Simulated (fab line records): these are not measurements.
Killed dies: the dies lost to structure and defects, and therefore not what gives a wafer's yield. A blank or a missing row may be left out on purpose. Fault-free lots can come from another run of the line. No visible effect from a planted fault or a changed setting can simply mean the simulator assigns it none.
Struck lot and sound lot, side by side :: flow nand harc :: 17 out of 1159 route steps
Sound: the wafers L422.2, L422.3, L422.5. Wafers L415.2, L415.3, L415.5 were the ones struck. The cause is given at the end.
Each step with rows lists, per side, the tool, then ch with its chambers, then its first start. Under that, the readings that differ: sound wafers :: struck wafers :: difference of the means :: sigmas: that difference in standard deviations of wafers without a fault.
alike: readings with means less than 2 such deviations apart, plus words and numbers identical on both sides. not compared: withheld readings, readings lacking a value on some wafer, bounds such as >300 that could conceal the same value, and numbers that have no deviation in the record and whose values overlap.
A row with sigmas, a row that says differs or no value, or rows on one side alone: a step with any of these is where the two part. Numbers that have no deviation but don't overlap get no sigmas and don't part them. A reading that every wafer of one side lacks parts them only if that side has two wafers or more.

first, 2 steps without rows for these wafers: NHARC_A_BONDPAD_ETCH_34 (etches the open film in N2/H2, target depth 60 nm, overetch 18 nm, time 65.91 s); NHARC_A_BONDPAD_ETCH_12 (etches the open film in CHF3/O2, target depth 220 nm, time 110 s).
NHARC_A_BONDPAD_CD_MEAS_13:
  sound: cd sem-01 at day 21 13:29; struck: cd sem-02 at day 19 12:50
  alike: cd nm
NHARC_A_BONDPAD_STRIP_15: strips in O2.
  sound on rie diel-09 ch 0,1,3, day 21 13:34; struck on rie diel-09 ch 1,2, day 19 12:55
  alike: drypump motor current A, mfc ar sccm, oes product au, rf vpp V, showerhead plenum p Torr, throttle valve pct
  not compared: rf hours counter h
NHARC_A_BONDPAD_ETCH_24: etches the open film in CF4/N2, target depth 30 nm, time 72.99 s.
  sound on rie diel-09 ch 1,3; struck on rie diel-09 ch 0,1
  alike: bias w, drypump motor current A, mfc ar sccm, oes product au, rf vpp V, showerhead plenum p Torr, throttle valve pct
  not compared: rf hours counter h
then, 1 step without rows for these wafers: NHARC_A_BONDPAD_STRIP_16 (strips in post etch residue remover, time 600 s).
NHARC_A_BONDPAD_DEGAS_25: time 60 s.
  sound: pvd sputter-03 at day 21 14:07; struck: pvd sputter-03 at day 19 13:28
  alike: heater power w
then, 2 steps without rows for these wafers: NHARC_A_BONDPAD_PRE_CLEAN_26 (time 30 s); NHARC_A_BONDPAD_PVD_17 (deposits TaN, target thk 5 nm, time 8.06 s).
NHARC_A_BONDPAD_PVD_27: deposits Cu, target thk 30 nm, time 20.49 s.
  sound on pvd sputter-03; struck on pvd sputter-03
  alike: throttle valve pct
then, 1 step without rows for these wafers: NHARC_A_BONDPAD_ECD_18 (material Cu, target thk 400 nm).
NHARC_A_BONDPAD_ANNEAL_28: time 90 s.
  sound on rtp anneal-02 ch 0, day 21 14:54; struck on rtp anneal-01 ch 0, day 19 14:15
  alike: wafer_temp_C_max
NHARC_A_BONDPAD_CMP_19: polishes, t overpolish 30 s, cu recess touch 16 s, target thk 169.8 nm.
  sound on cmp-04 ch 1,3, day 21 15:13; struck on cmp-01 ch 0,2,3, day 19 14:37
  no value came back on the struck wafers for any of 5 readings (cu recess touch s (s), edge zone pressure frac and others); on the sound wafers cu recess touch s (s) reads 16 16 16
NHARC_A_BONDPAD_THK_MEAS_20: measures by xrf.
  sound: film metro-01 at day 21 15:31; struck: film metro-02 at day 19 14:53
reading: thk nm (nm)
sound: 170.9 168.7 171.8
struck: 398.6 404.6 398.1
difference: +230.0
sigmas: +99 or more
then, 1 step without rows for these wafers: NHARC_A_BONDPAD_SRD_21 (time 30 s, dry time 20 s).
NHARC_A_BONDPAD_INSPECT_23:
  sound: defect inspect-02 at day 21 15:43; struck: defect inspect-01 at day 19 15:05
reading: raw defect count
sound: 489 436 286
struck: 3202 3216 3292
difference: +2833
sigmas: +26
NHARC_END_SORT_01:
  the record has rows for the struck wafers here (prober-02 ch 0, day 20 22:19) and none for the sound ones

## WHERE THEY PART
Last at NHARC_END_SORT_01 as far as this record goes, first at NHARC_A_BONDPAD_CMP_19.

WHY: the cause the simulator had injected
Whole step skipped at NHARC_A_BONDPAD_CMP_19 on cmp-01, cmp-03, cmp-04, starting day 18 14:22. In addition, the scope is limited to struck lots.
